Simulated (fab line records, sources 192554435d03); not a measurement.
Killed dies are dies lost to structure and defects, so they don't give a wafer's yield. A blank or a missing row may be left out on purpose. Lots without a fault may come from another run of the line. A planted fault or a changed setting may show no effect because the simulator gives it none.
Chamber matching | flow n5_finfet | N5_BEOL_M2_ETCH_77 on rie_diel-03: 4 sister chambers
The step etches underlayer in N2/H2, target depth 6.5 nm, time 5.2 s. 8 wafers are shown with their chamber, then 10 later ones without.

WAFERS WITH THEIR CHAMBER
wafer  | chamber | showerhead_plenum_p_Torr (Torr) | drypump_motor_current_A (A)
L083.3 | 3       | 2.60                            | 5.6
L085.5 | 1       | 2.60                            | 5.8
L085.6 | 2       | 2.52                            | 5.6
L086.2 | 2       | 2.51                            | 5.6
L086.5 | 0       | 2.35                            | 5.7
L086.6 | 1       | 2.60                            | 5.8
L094.2 | 0       | 2.34                            | 5.7
L094.3 | 3       | 2.60                            | 5.5

WAFERS WITHOUT THEIR CHAMBER
wafer  | showerhead_plenum_p_Torr (Torr) | drypump_motor_current_A (A)
L094.4 | 2.51                            | 5.6
L095.1 | 2.34                            | 5.8
L095.4 | 2.51                            | 5.6
L095.5 | 2.50                            | 5.6
L096.1 | 2.50                            | 5.6
L096.2 | 2.59                            | 5.5
L096.4 | 2.59                            | 5.8
L097.3 | 2.59                            | 5.5
L097.4 | 2.50                            | 5.6
L097.5 | 2.50                            | 5.6

WHICH CHAMBER EACH WENT THROUGH
wafer  | from the rows above | in truth
L094.4 | 2                   | 2
L095.1 | 0                   | 0
L095.4 | 2                   | 2
L095.5 | 2                   | 2
L096.1 | 2                   | 2
L096.2 | 3                   | 3
L096.4 | 1                   | 1
L097.3 | 3                   | 3
L097.4 | 2                   | 2
L097.5 | 2                   | 2
Placed correctly: 10 of 10. Can't be placed from these rows: 0. Placed wrongly: 0.
How it was worked out, from the rows above alone: a wafer's distance from a chamber is the root of the sum, over the readings, of the square of ((its reading less the chamber's mean) divided by the reading's scatter). The wafer belongs to the nearest chamber; if the next one is less than 2 further off, it can't be placed. A chamber's mean is the mean of its shown wafers. The scatter: the root of (the sum of the squares of (reading less its chamber's mean) over the shown wafers, divided by (wafers less chambers)).
